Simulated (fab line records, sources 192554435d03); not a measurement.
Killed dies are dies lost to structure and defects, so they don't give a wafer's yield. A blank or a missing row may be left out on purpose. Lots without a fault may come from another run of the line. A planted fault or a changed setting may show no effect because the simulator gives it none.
Chamber matching | flow n5_finfet | N5_BEOL_M7_PECVD_70 on pecvd-04: 3 sister chambers
The step deposits SiO2 from TEOS/O2, target thk 20 nm, time 22.7 s. 20 wafers are shown with their chamber, then 10 later ones without.

WAFERS WITH THEIR CHAMBER
wafer  | chamber | showerhead_plenum_p_Torr (Torr) | throttle_valve_pct (%) | heater_power_w (W)
L078.4 | 1       | 8.84                            | 21.6                   | 572
L078.5 | 2       | 8.72                            | 22.4                   | 627
L078.6 | 0       | 8.69                            | 22.8                   | 612
L079.1 | 1       | 8.83                            | 21.8                   | 627
L079.3 | 0       | 8.69                            | 22.7                   | 722
L079.4 | 1       | 8.82                            | 21.6                   | 626
L080.3 | 1       | 8.82                            | 21.7                   | 599
L080.4 | 1       | 8.82                            | 21.9                   | 596
L080.5 | 0       | 8.69                            | 23.0                   | 644
L083.2 | 0       | 8.72                            | 22.9                   | 622
L083.3 | 2       | 8.75                            | 22.6                   | 569
L083.4 | 1       | 8.85                            | 21.4                   | 636
L086.3 | 0       | 8.71                            | 23.0                   | 626
L086.5 | 1       | 8.84                            | 21.7                   | 532
L086.6 | 2       | 8.75                            | 22.7                   | 599
L087.2 | 0       | 8.70                            | 23.0                   | 607
L087.4 | 2       | 8.73                            | 22.9                   | 575
L087.6 | 1       | 8.83                            | 22.0                   | 647
L090.3 | 2       | 8.72                            | 22.8                   | 621
L090.5 | 1       | 8.83                            | 21.5                   | 664

SIGNATURES (means of the wafers above)
reading                  | chamber 0 | chamber 1 | chamber 2 | scatter within a chamber
showerhead_plenum_p_Torr | 8.7000    | 8.8311    | 8.7340    | 0.0124
throttle_valve_pct       | 22.900    | 21.689    | 22.680    | 0.174
heater_power_w           | 638.83    | 611.00    | 598.20    | 38.5
Rule: a wafer's distance from a chamber is the root of the sum, over the readings, of the square of ((its reading less the chamber's mean) divided by the reading's scatter). The wafer belongs to the nearest chamber; if the next one is less than 2 further off, it can't be placed. The scatter: the root of (the sum of the squares of (reading less its chamber's mean) over the shown wafers, divided by (wafers less chambers)).

WAFERS WITHOUT THEIR CHAMBER
wafer  | showerhead_plenum_p_Torr (Torr) | throttle_valve_pct (%) | heater_power_w (W)
L090.6 | 8.71                            | 22.8                   | 630
L095.4 | 8.86                            | 21.8                   | 587
L095.5 | 8.75                            | 22.6                   | 569
L095.6 | 8.69                            | 22.8                   | 592
L094.1 | 8.83                            | 21.8                   | 587
L094.5 | 8.74                            | 23.2                   | 646
L094.6 | 8.70                            | 22.9                   | 699
L096.3 | 8.82                            | 21.5                   | 642
L096.4 | 8.72                            | 22.9                   | 600
L096.6 | 8.72                            | 22.9                   | 732

WHICH CHAMBER EACH WENT THROUGH
wafer  | from the rows above     | in truth
L090.6 | can't be placed: 0 or 2 | 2
L095.4 | 1                       | 1
L095.5 | 2                       | 2
L095.6 | 0                       | 0
L094.1 | 1                       | 1
L094.5 | can't be placed: 2 or 0 | 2
L094.6 | 0                       | 0
L096.3 | 1                       | 1
L096.4 | can't be placed: 2 or 0 | 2
L096.6 | can't be placed: 0 or 2 | 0
Placed correctly: 6 of 10. Can't be placed from these rows: 4 (the true chamber is among the candidates in 4). Placed wrongly: 0.
